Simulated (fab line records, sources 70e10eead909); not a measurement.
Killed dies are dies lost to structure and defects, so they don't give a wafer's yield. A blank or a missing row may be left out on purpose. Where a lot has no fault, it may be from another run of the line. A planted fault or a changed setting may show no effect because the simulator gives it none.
Problem report, 8D (eight disciplines) form, completed by code + flow nand harc + the parts of the form that need people (team, actions taken, sign-off) are left out

1. WHAT WENT WRONG
cd nm at NHARC_P_M2_CD_MEAS_09 reads a mean of 175.4 nm on 6 wafers of 2 lots; wafers without a fault read 170.2 nm with a standard deviation of 0.44. Measured from the usual mean, that is +12 standard deviations.
The step: target cd 170 nm.
First seen on wafer L655.3, day 10 02:28, on cd sem-02. The record holds 39 wafers of 13 lots with a number at this step. Rule for "out", or "out of limits": more than 4 standard deviations from the usual mean. The rest of the wafers with a number are treated as sound.

2. WHAT THIS IS AND IS NOT
| question                    | is                     | is not                                                                                       |
|-----------------------------|------------------------|----------------------------------------------------------------------------------------------|
| which readings at this step | cd nm                  | -                                                                                            |
| which lots                  | L655, L656             | L647, L648, L649, L650, L651, L652, L661, L665, L667, L668, L669                             |
| which wafers of those lots  | all that have a number | -                                                                                            |
| read on which gauges        | cd sem-02              | cd sem-01, cd sem-03                                                                         |
| when                        | from day 10 02:28      | up to then (18 sound wafers); but 15 sound wafers of L661, L665, L667, L668, L669 came after |

3. WHAT RULES OUT EACH SUSPECT
Counting: any tool at a process step up to the reading is kept as a suspect provided that every lot that is out went through it and no sound lot did after the first of them.
- the gauge at NHARC_P_M2_CD_MEAS_09: ruled out. All the wafers that are out were read on cd sem-02, but those of them that NHARC_P_M2_PEB_07 has rows for are out there too, on other tools.
- litho track-06 at NHARC_P_M2_PEB_07 (peb time 65 s): kept. It processed each lot that is out, first L655 at day 10 02:23, and no sound lot thereafter; up to then, the last sound lot it processed was L652 at day 8 20:04. Its own readings are out on those wafers: heater power total W, plate temp C.
After counting, what remains is litho track-06 at NHARC_P_M2_PEB_07.

4. THE CAUSE (what the simulator had put in)
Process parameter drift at NHARC_P_M2_PEB_07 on litho track-06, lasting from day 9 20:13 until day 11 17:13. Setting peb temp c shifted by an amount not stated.
The count eliminated every tool but this one.

5. SEQUENCE OF EFFECTS, ordered by route
Each row: a reading whose mean over the struck wafers that have a number lies more than 3 standard deviations from the usual. Scope: only readings with a usual standard deviation given in the record; hours: median across lots of the time from each lot's start at the first step in this table that gives one to its start at this step; sigmas: change in usual standard deviations.
| hours | step                  | reading              | usual    | on struck wafers | change | sigmas |
|-------|-----------------------|----------------------|----------|------------------|--------|--------|
| 0     | NHARC_P_M2_PEB_07     | heater power total W | 156.6 W  | 160.2            | +3.6   | +8.5   |
| 0     | NHARC_P_M2_PEB_07     | plate temp C         | 100.00 C | 101.61           | +1.61  | +12    |
| 0     | NHARC_P_M2_CD_MEAS_09 | cd nm                | 170.2 nm | 175.4            | +5.2   | +12    |
It contains these process steps:
- NHARC_P_M2_PEB_07: peb time 65 s.
Later steps that measure or inspect, where all struck wafers having a row at the step show a number for every such reading and not one has moved that far: NHARC_P_M2_INSPECT_11.

6. HOW IT WOULD HAVE BEEN CAUGHT EARLIER
Counted from the fault's start at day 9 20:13, it took 6 hours until the first out-of-limits reading at a measuring or inspecting step in this record, taken at day 10 02:28.
Tool's own readings at NHARC_P_M2_PEB_07, heater power total W, plate temp C: out on all struck wafers the step has rows for; an alarm limit on them would have tripped on the first.
Of the lots that are out (2), L656 began NHARC_P_M2_PEB_07 on litho track-06 after day 10 02:28. Putting the tool on hold at that point would have spared it.
